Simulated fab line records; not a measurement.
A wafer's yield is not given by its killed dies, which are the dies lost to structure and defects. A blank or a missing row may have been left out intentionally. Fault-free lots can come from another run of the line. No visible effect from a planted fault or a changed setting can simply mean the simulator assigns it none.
fab line records :: flow n5Finfet
record:
  lots: 7
  wafers: 21
route steps=1938 shown PASSIVATION@1930
startH: hours from the record's opening day to when the first of the lot's shown wafers began :: waitH: hours from the lot's prior step to this one :: " as in the row above :: L1.1+2: several wafers, shown together as one row :: - no value present, or no start provided :: * or withheld: withheld :: < > ~ a bound
route shown NAME@n: a module of which the file shows steps, and the number in the route of the first :: usual: mean/standard deviation of fault-free wafers :: same: alike in all rows :: chamber/n: place in a boat :: sites: readings site by site :: _std_site: the standard deviation of these :: _edge_site: inner sites' mean taken away from outer sites' mean :: radiusMm: how far each site lies from the wafer's centre :: mask NAME#n: copy n :: behind: the last tool/chamber to shape the wafer :: hold: why the lot was held/for how many hours/how that ended :: device: transistor that didn't switch, given as n, p or np :: end of line: the same wafers' tests at the end of the route :: for a step that has no rows: nothing shown but its recipe :: killed: at the first sort, the dies lost to defects and structure; wafer yield is something else :: map: per-die view of a wafer (x killed, . not killed, _ where there is no die)
set.NAME: the run value of the setting; set.NAME@STEP: its run value at that earlier step :: model.NAME: the simulator's own value behind a step, which no gauge read
one table per step and one row per wafer, for lots whose settings were changed on purpose
== steps ==
step: N5_PASSIVATION_ETCH_54
recipe:
  chemistry: CHF3/O2
  target: SiO2
  targetDepthA: 8800
  CHF3_flow_sccm: 50
  O2_flow_sccm: 5
  Ar_flow_sccm: 200
  timeS: 440
  maskMaterial: PR
  pressureMtorr: 30
  sourceW: 650
  biasW: 170
  ionEnergyEv: 200
usual:
  rfVppV: 520/7.8
lot.wafer: L077.1
tool: rieDiel-06
chamber: 0
startH: 275.78
waitH: 0.1
set.biasW: 170
rfVppV: 517

lot.wafer: L077.2
tool: rieDiel-06
chamber: 3
startH: 275.78
waitH: 0.1
set.biasW: 170
rfVppV: 521

lot.wafer: L077.3
tool: rieDiel-06
chamber: 1
startH: 275.78
waitH: 0.1
set.biasW: 194.1
rfVppV: 577

lot.wafer: L081.1
tool: rieDiel-02
chamber: 3
startH: 294.81
waitH: 0.1
set.biasW: 170
rfVppV: 516

lot.wafer: L081.4
tool: rieDiel-02
chamber: 2
startH: 294.81
waitH: 0.1
set.biasW: 194.3
rfVppV: 575

lot.wafer: L081.5
tool: rieDiel-02
chamber: 0
startH: 294.81
waitH: 0.1
set.biasW: 194.3
rfVppV: 585

lot.wafer: L084.4
tool: rieDiel-02
chamber: 2
startH: 302.33
waitH: 0.1
set.biasW: 170
rfVppV: 516

lot.wafer: L084.5
tool: rieDiel-02
chamber: 2
startH: 302.33
waitH: 0.1
set.biasW: 170
rfVppV: 517

lot.wafer: L084.6
tool: rieDiel-02
chamber: 1
startH: 302.33
waitH: 0.1
set.biasW: 170
rfVppV: 498

lot.wafer: L086.1
tool: rieDiel-04
chamber: 1
startH: 324.67
waitH: 0.1
set.biasW: 170
rfVppV: 526

lot.wafer: L086.3
tool: rieDiel-04
chamber: 2
startH: 324.67
waitH: 0.1
set.biasW: 188.1
rfVppV: 566

lot.wafer: L086.5
tool: rieDiel-04
chamber: 0
startH: 324.67
waitH: 0.1
set.biasW: 170
rfVppV: 522

lot.wafer: L088.4
tool: rieDiel-02
chamber: 1
startH: 337.10
waitH: 0.1
set.biasW: 170
rfVppV: 499

lot.wafer: L088.5
tool: rieDiel-02
chamber: 0
startH: 337.10
waitH: 0.1
set.biasW: 170
rfVppV: 525

lot.wafer: L088.6
tool: rieDiel-02
chamber: 3
startH: 337.10
waitH: 0.1
set.biasW: 170
rfVppV: 517

lot.wafer: L091.1
tool: rieDiel-02
chamber: 0
startH: 347.44
waitH: 0.1
set.biasW: 170
rfVppV: 525

lot.wafer: L091.2
tool: rieDiel-02
chamber: 3
startH: 347.44
waitH: 0.1
set.biasW: 170
rfVppV: 518

lot.wafer: L091.5
tool: rieDiel-02
chamber: 1
startH: 347.44
waitH: 0.1
set.biasW: 170
rfVppV: 501

lot.wafer: L094.1
tool: rieDiel-06
chamber: 1
startH: 356.90
waitH: 0.1
set.biasW: 149.5
rfVppV: 470

lot.wafer: L094.3
tool: rieDiel-06
chamber: 0
startH: 356.90
waitH: 0.1
set.biasW: 170
rfVppV: 516

lot.wafer: L094.5
tool: rieDiel-06
chamber: 2
startH: 356.90
waitH: 0.1
set.biasW: 170
rfVppV: 524
== key ==
split:
  step: N5_PASSIVATION_ETCH_54
  setting: biasW
  stated: 170
  by: wafer
response:
  step: N5_PASSIVATION_ETCH_54
  reading: rfVppV
  change: +4.19
  per: 1%
  r: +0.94
